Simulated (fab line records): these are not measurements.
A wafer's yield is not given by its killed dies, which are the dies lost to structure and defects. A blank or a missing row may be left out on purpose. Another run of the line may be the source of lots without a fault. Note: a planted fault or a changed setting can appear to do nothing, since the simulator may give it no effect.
Struck lot and sound lot, side by side + flow nand harc + 14 steps out of a route of 1302
Sound: wafers L646.2, L646.4, L646.6. Struck: wafers L638.1, L638.5, L638.6. The cause is given at the end.
Each step with rows lists, per side, the tool, then ch with its chambers, then its first start. Under that, the readings that differ: sound wafers + struck wafers + difference of the means + sigmas: that difference in standard deviations of wafers without a fault.
alike: readings whose means differ by less than 2 such deviations, and words and numbers that are the same on both sides. not compared: withheld readings, readings that some wafer has no value for, bounds like >300 that may hide the same value, and numbers for which the record gives no deviation and whose values overlap.
A row with sigmas, a row that says differs or no value, or rows on one side alone: a step with any of these is where the two part. When numbers do not overlap yet have no deviation, they are printed without sigmas and do not part them. A reading that every wafer of one side lacks parts them only if that side has two wafers or more.

first, 2 steps without rows for these wafers: NHARC_A_STAIRCASE_DESCUM_291 (chemistry O2, time 3 s); NHARC_A_STAIRCASE_ETCH_292 (etches the open film in CF4/CHF3).
NHARC_A_STAIRCASE_HM_OPEN_460: chemistry O2/COS.
  sound on rie diel-12 ch 1,2; struck on rie diel-03 ch 0,1,3
  alike: bias w, drypump motor current A, oes product au, rf vpp V, showerhead plenum p Torr, throttle valve pct
  not compared: rf hours counter h
then, 1 step without rows for these wafers: NHARC_A_STAIRCASE_STRIP_461 (strips in O2/COS).
NHARC_A_STAIRCASE_ETCH_452: etches the open film in CF4/O2, target depth 30 nm, overetch 3 nm, time 16.5 s.
  sound on rie diel-12 ch 1,2; struck on rie diel-03 ch 0,1,3
  alike: bias w, drypump motor current A, oes product au, rf vpp V, showerhead plenum p Torr, throttle valve pct
  not compared: rf hours counter h
NHARC_A_STAIRCASE_ETCH_294: etches the open film in C4F8/O2/Ar, target depth 4989 nm, time 1211.6 s.
  sound on rie diel-12 ch 2,3; struck on rie diel-03 ch 0,1,2
  alike: bias w, oes product au, rf vpp V
  not compared: rf hours counter h
NHARC_A_STAIRCASE_STRIP_295: strips in O2.
  sound on rie diel-12 ch 2,3; struck on rie diel-03 ch 0,3
  alike: drypump motor current A, oes product au, rf vpp V, showerhead plenum p Torr, throttle valve pct
  not compared: rf hours counter h
then, 3 steps without rows for these wafers: NHARC_A_STAIRCASE_STRIP_296 (strips in SPM, time 900 s); NHARC_A_STAIRCASE_PRECLEAN_297 (cleans in SC1); NHARC_A_STAIRCASE_SRD_298.
NHARC_A_STAIRCASE_HM_DEP_462: deposits aC, target thk 800 nm.
  sound on acl dep-01 ch 0, day 23 12:43; struck on acl dep-01 ch 0, day 20 20:40
  alike: susceptor temp C, throttle valve pct
NHARC_A_STAIRCASE_DEP_301: deposits SiON, target thk 30 nm.
  sound on pecvd-04 ch 0,2, day 23 14:20; struck on pecvd-02 ch 0,2, day 20 22:34
  no value came back on the struck wafers for chamber pressure Torr (Torr), heater power outer w (W), heater power w (W); on the sound wafers chamber pressure Torr (Torr) reads 3.496 3.497 3.489
then, 1 step without rows for these wafers: NHARC_A_STAIRCASE_DEHYDRATE_302 (time 120 s).
-- the record jumps here: 7 days lie between the struck wafers' starts before and after (it left off in module A_STAIRCASE and takes up again in module END, whose first step shown is number 1302 of the route) --
NHARC_END_SORT_01:
  sound on prober-01 ch 0, day 30 19:56; struck on prober-02 ch 0, day 28 06:49
| reading         | sound    | struck      | difference | sigmas |
|-----------------|----------|-------------|------------|--------|
| killed at array | 57 34 35 | 674 676 674 | +633       | +35    |
| killed dies     | 59 37 37 | 677 677 677 | +633       | +37    |
  alike: killed at other, killed at periphery, killed open, killed short

## WHERE THEY PART
Earliest at NHARC_A_STAIRCASE_DEP_301; latest, in this record, at NHARC_END_SORT_01.

WHY: the cause the simulator had injected
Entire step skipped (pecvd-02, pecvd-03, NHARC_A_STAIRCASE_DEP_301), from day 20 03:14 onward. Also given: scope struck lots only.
